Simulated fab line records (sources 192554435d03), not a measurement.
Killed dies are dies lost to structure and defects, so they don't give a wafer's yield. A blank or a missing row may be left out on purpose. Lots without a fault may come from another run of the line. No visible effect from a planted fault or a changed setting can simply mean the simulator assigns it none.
Split-lot experiment || flow n5Finfet || 7 lots, 21 wafers read, on a route of 1938 steps

== THE SPLIT ==
At N5_BEOL_M1_HM_DEP_02 (deposits TiN, target thk 20 nm), the setting targetThkA was moved away from the recipe's 200 angstrom on 12 of the 21 wafers read, by -8.9% to +11.9%. All remaining wafers had this setting at the recipe value.

== FROM THE SPLIT TO THE READING: what the file shows between them, 9 steps ==
- N5_BEOL_M1_COAT_73: time 60 s, resist thk 5 nm (also split here: tempC)
- N5_BEOL_M1_COAT_05: resist thk 30 nm
- N5_BEOL_M1_EBR_07
- N5_BEOL_M1_STRIP_75: strips in N2/H2
- N5_BEOL_M1_STRIP_66: strips in CF4
- N5_BEOL_M1_HM_OPEN_17: chemistry Cl2/BCl3, target TiN, target depth 20 nm, overetch 6 nm
- N5_BEOL_M1_STRIP_19: strips in O2
- N5_BEOL_M1_STRIP_83: strips in C4F6/O2
- N5_BEOL_M1_STRIP_36: strips in N2/H2

== THE READING ==
TiN_of_BEOL_M1_HM_DEP_02.thkNm (the simulator's own value, which no gauge read), in nm, at N5_BEOL_M1_TRENCH_ETCH_37 (etches SiOC in C4F6/O2, target depth 55.207 nm, time 29 s). The file does not state a usual value for it. Across the 9 wafers here that went through the recipe, the average is 17.8 nm and the standard deviation 0.23 nm.

{"wafer": "L080.1", "tool, chamber at the split": "pvdSputter-01, -", "targetThkA as run, angstrom": 209.7, "against the recipe": "+4.8%", "TiN_of_BEOL_M1_HM_DEP_02.thkNm, nm": 18.8, "against lot-mates on the recipe": "+1.0"}
{"wafer": "L080.5", "tool, chamber at the split": "pvdSputter-01, -", "targetThkA as run, angstrom": 209.7, "against the recipe": "+4.8%", "TiN_of_BEOL_M1_HM_DEP_02.thkNm, nm": 18.8, "against lot-mates on the recipe": "+1.0"}
{"wafer": "L080.2", "tool, chamber at the split": "pvdSputter-01, -", "targetThkA as run, angstrom": 200, "against the recipe": "recipe", "TiN_of_BEOL_M1_HM_DEP_02.thkNm, nm": 17.8, "against lot-mates on the recipe": "-"}
{"wafer": "L087.1", "tool, chamber at the split": "pvdSputter-01, -", "targetThkA as run, angstrom": 192.7, "against the recipe": "-3.7%", "TiN_of_BEOL_M1_HM_DEP_02.thkNm, nm": 16.8, "against lot-mates on the recipe": "no lot-mate on the recipe"}
{"wafer": "L087.2", "tool, chamber at the split": "pvdSputter-01, -", "targetThkA as run, angstrom": 192.7, "against the recipe": "-3.7%", "TiN_of_BEOL_M1_HM_DEP_02.thkNm, nm": 16.8, "against lot-mates on the recipe": "no lot-mate on the recipe"}
{"wafer": "L087.4", "tool, chamber at the split": "pvdSputter-01, -", "targetThkA as run, angstrom": 192.7, "against the recipe": "-3.7%", "TiN_of_BEOL_M1_HM_DEP_02.thkNm, nm": 17, "against lot-mates on the recipe": "no lot-mate on the recipe"}
{"wafer": "L090.1", "tool, chamber at the split": "pvdSputter-03, -", "targetThkA as run, angstrom": 182.2, "against the recipe": "-8.9%", "TiN_of_BEOL_M1_HM_DEP_02.thkNm, nm": 15.6, "against lot-mates on the recipe": -2.0}
{"wafer": "L090.5", "tool, chamber at the split": "pvdSputter-03, -", "targetThkA as run, angstrom": 182.2, "against the recipe": "-8.9%", "TiN_of_BEOL_M1_HM_DEP_02.thkNm, nm": 15.6, "against lot-mates on the recipe": -2.0}
{"wafer": "L090.6", "tool, chamber at the split": "pvdSputter-03, -", "targetThkA as run, angstrom": 200, "against the recipe": "recipe", "TiN_of_BEOL_M1_HM_DEP_02.thkNm, nm": 17.6, "against lot-mates on the recipe": "-"}
{"wafer": "L091.1", "tool, chamber at the split": "pvdSputter-02, -", "targetThkA as run, angstrom": 212.1, "against the recipe": "+6.0%", "TiN_of_BEOL_M1_HM_DEP_02.thkNm, nm": 18.6, "against lot-mates on the recipe": "+1.0"}
{"wafer": "L091.5", "tool, chamber at the split": "pvdSputter-02, -", "targetThkA as run, angstrom": 212.1, "against the recipe": "+6.0%", "TiN_of_BEOL_M1_HM_DEP_02.thkNm, nm": 18.8, "against lot-mates on the recipe": "+1.2"}
{"wafer": "L091.6", "tool, chamber at the split": "pvdSputter-02, -", "targetThkA as run, angstrom": 200, "against the recipe": "recipe", "TiN_of_BEOL_M1_HM_DEP_02.thkNm, nm": 17.6, "against lot-mates on the recipe": "-"}
{"wafer": "L093.1", "tool, chamber at the split": "pvdSputter-01, -", "targetThkA as run, angstrom": 200, "against the recipe": "recipe", "TiN_of_BEOL_M1_HM_DEP_02.thkNm, nm": 18, "against lot-mates on the recipe": "-"}
{"wafer": "L093.2", "tool, chamber at the split": "pvdSputter-01, -", "targetThkA as run, angstrom": 200, "against the recipe": "recipe", "TiN_of_BEOL_M1_HM_DEP_02.thkNm, nm": 17.8, "against lot-mates on the recipe": "-"}
{"wafer": "L093.5", "tool, chamber at the split": "pvdSputter-01, -", "targetThkA as run, angstrom": 200, "against the recipe": "recipe", "TiN_of_BEOL_M1_HM_DEP_02.thkNm, nm": 18.2, "against lot-mates on the recipe": "-"}
{"wafer": "L095.1", "tool, chamber at the split": "pvdSputter-03, -", "targetThkA as run, angstrom": 209.3, "against the recipe": "+4.6%", "TiN_of_BEOL_M1_HM_DEP_02.thkNm, nm": 18.8, "against lot-mates on the recipe": "+1.2"}
{"wafer": "L095.3", "tool, chamber at the split": "pvdSputter-03, -", "targetThkA as run, angstrom": 209.3, "against the recipe": "+4.6%", "TiN_of_BEOL_M1_HM_DEP_02.thkNm, nm": 18.4, "against lot-mates on the recipe": "+0.8"}
{"wafer": "L095.6", "tool, chamber at the split": "pvdSputter-03, -", "targetThkA as run, angstrom": 200, "against the recipe": "recipe", "TiN_of_BEOL_M1_HM_DEP_02.thkNm, nm": 17.6, "against lot-mates on the recipe": "-"}
{"wafer": "L096.1", "tool, chamber at the split": "pvdSputter-03, -", "targetThkA as run, angstrom": 200, "against the recipe": "recipe", "TiN_of_BEOL_M1_HM_DEP_02.thkNm, nm": 17.4, "against lot-mates on the recipe": "-"}
{"wafer": "L096.3", "tool, chamber at the split": "pvdSputter-03, -", "targetThkA as run, angstrom": 200, "against the recipe": "recipe", "TiN_of_BEOL_M1_HM_DEP_02.thkNm, nm": 17.8, "against lot-mates on the recipe": "-"}
{"wafer": "L096.6", "tool, chamber at the split": "pvdSputter-03, -", "targetThkA as run, angstrom": 223.8, "against the recipe": "+11.9%", "TiN_of_BEOL_M1_HM_DEP_02.thkNm, nm": 20, "against lot-mates on the recipe": "+2.4"}

FIT RESULTS
A straight line over all 21 wafers: TiN_of_BEOL_M1_HM_DEP_02.thkNm changes by +0.21 nm for each +1% of targetThkA; r = +0.98; the points scatter about the line by 0.22 nm.
The same after taking each lot's own level away (the mean of its wafers on the recipe; 18 wafers): +0.21 nm for each +1%; r = +0.99; scatter 0.15 nm.
On that fit, the largest move of targetThkA shifts the reading by 2.5 nm.
From 17.60 to 18.00 nm: that is the span of the lots' own levels, equal to 1.8 times the standard deviation above.
Hence the lot-to-lot level has little effect on the slope; both slopes agree.
Check: +2.49 nm against its lot-mates is what the line predicts for one of the wafers moved furthest among these (+11.9%) when that wafer is left out of the fit. Against them it came out at +2.4 nm.

== OTHER SPLITS APPLIED TO THESE WAFERS ==
Note: prior to the reading, these wafers also went through further splits. Each is held against what the fit with the lots' levels taken away leaves over:
{"other split on the same wafers": "N5_BEOL_M1_COAT_73 tempC", "wafers away from the commonest value": 10, "r with TiN_of_BEOL_M1_HM_DEP_02.thkNm (lot level and that fit taken away)": -0.10}

== THE WHOLE CHAIN: every reading that the file lists as answering this split, in the file's order ==
{"step": "N5_BEOL_M1_HM_DEP_02", "what it does": "deposits TiN, target thk 20 nm", "reading": "TiN_of_BEOL_M1_HM_DEP_02.thkNm (the simulator's own value, which no gauge read)", "change (the file's fit)": "+0.199 nm for each +1% of the setting", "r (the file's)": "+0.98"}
{"step": "N5_BEOL_M1_HM_OPEN_17", "what it does": "chemistry Cl2/BCl3, target TiN, target depth 20 nm, overetch 6 nm", "reading": "etch.depthNm (the simulator's own value, which no gauge read)", "change (the file's fit)": "+0.201 nm for each +1% of the setting", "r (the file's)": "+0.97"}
{"step": "N5_BEOL_M1_TRENCH_ETCH_37", "what it does": "etches SiOC in C4F6/O2, target depth 55.207 nm, time 29 s", "reading": "TiN_of_BEOL_M1_HM_DEP_02.thkNm (the simulator's own value, which no gauge read)", "change (the file's fit)": "+0.207 nm for each +1% of the setting", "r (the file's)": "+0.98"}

== THE FILE'S OWN FIT ==
TiN_of_BEOL_M1_HM_DEP_02.thkNm changes by +0.207 nm for each +1% of targetThkA, r = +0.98.
